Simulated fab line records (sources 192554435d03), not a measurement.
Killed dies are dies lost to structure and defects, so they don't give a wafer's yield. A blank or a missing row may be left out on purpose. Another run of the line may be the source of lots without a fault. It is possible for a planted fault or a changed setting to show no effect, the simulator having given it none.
Chamber matching | flow n5-finfet | 4 sister chambers for N5_PMOS_HMC_CHANNEL_EPI_CMP_21 on cmp-03
The step polishes SiGe30, target thk 54 nm. 30 wafers are shown with their chamber, then 12 later ones without.

== WAFERS, EACH WITH ITS CHAMBER ==
wafer  | chamber | motor-current-A (A) | slurry-filter-dp-kPa (kPa)
L074.1 | 3       | 10.0                | 13.63
L074.2 | 0       | 12.0                | 13.55
L074.5 | 3       | 10.1                | 13.53
L075.3 | 2       | 10.6                | 13.42
L075.4 | 0       | 11.2                | 13.50
L075.5 | 2       | 11.7                | 13.59
L077.3 | 0       | 11.3                | 13.33
L077.4 | 2       | 11.9                | 13.66
L077.5 | 0       | 11.7                | 13.36
L078.1 | 0       | 11.1                | 13.55
L078.3 | 3       | 10.1                | 13.51
L078.4 | 2       | 11.7                | 13.82
L079.2 | 1       | 12.9                | 13.52
L079.3 | 0       | 11.4                | 13.41
L079.4 | 3       | 10.0                | 13.75
L080.2 | 3       | 9.8                 | 13.36
L080.3 | 1       | 13.5                | 13.62
L080.4 | 2       | 12.1                | 13.44
L084.3 | 0       | 11.2                | 13.37
L084.5 | 0       | 11.2                | 13.62
L084.6 | 3       | 10.0                | 13.67
L085.1 | 2       | 12.1                | 13.56
L085.2 | 1       | 12.5                | 13.59
L085.6 | 2       | 11.8                | 13.34
L087.3 | 1       | 13.6                | 13.42
L087.4 | 2       | 12.8                | 13.53
L087.5 | 2       | 11.8                | 13.64
L088.1 | 1       | 13.2                | 13.24
L088.2 | 2       | 11.9                | 13.53
L088.5 | 2       | 12.3                | 13.43

SIGNATURES (means of the wafers above)
reading              | chamber 0 | chamber 1 | chamber 2 | chamber 3 | scatter within a chamber
motor-current-A      | 11.387    | 13.140    | 11.882    | 10.000    | 0.41
slurry-filter-dp-kPa | 13.4612   | 13.4780   | 13.5418   | 13.5750   | 0.132
Rule: distance of a wafer from a chamber = root of the sum over the readings of ((wafer's reading minus chamber's mean) / reading's scatter) squared. If the next closest chamber is less than 2 further off than the closest, the wafer can't be placed; otherwise it belongs to the closest. The scatter: take each reading less its chamber's mean, square it, sum over the shown wafers, divide by the number of wafers less the number of chambers, and take the root.

== WAFERS WHOSE CHAMBER IS MISSING ==
wafer  | motor-current-A (A) | slurry-filter-dp-kPa (kPa)
L090.4 | 9.4                 | 13.33
L090.5 | 11.9                | 13.54
L090.6 | 12.8                | 13.39
L092.1 | 12.4                | 13.45
L092.2 | 11.8                | 13.65
L092.5 | 13.1                | 13.43
L093.1 | 11.9                | 13.48
L093.4 | 10.3                | 13.66
L093.5 | 10.1                | 13.46
L096.1 | 10.5                | 13.31
L096.3 | 11.4                | 13.64
L096.5 | 12.9                | 13.61

== WHICH CHAMBER EACH WENT THROUGH ==
wafer  | from the rows above          | in truth
L090.4 | 3                            | 3
L090.5 | can't be placed: 2 or 0      | 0
L090.6 | can't be placed: 1 or 2      | 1
L092.1 | can't be placed: 2 or 1 or 0 | 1
L092.2 | can't be placed: 2 or 0      | 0
L092.5 | 1                            | 1
L093.1 | can't be placed: 2 or 0      | 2
L093.4 | 3                            | 3
L093.5 | 3                            | 3
L096.1 | can't be placed: 3 or 0 or 2 | 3
L096.3 | can't be placed: 0 or 2      | 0
L096.5 | can't be placed: 1 or 2      | 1
4 of 12 placed correctly. Unplaceable from these rows: 8, with the true chamber sitting among the candidates in 8. Wrongly placed: 0.
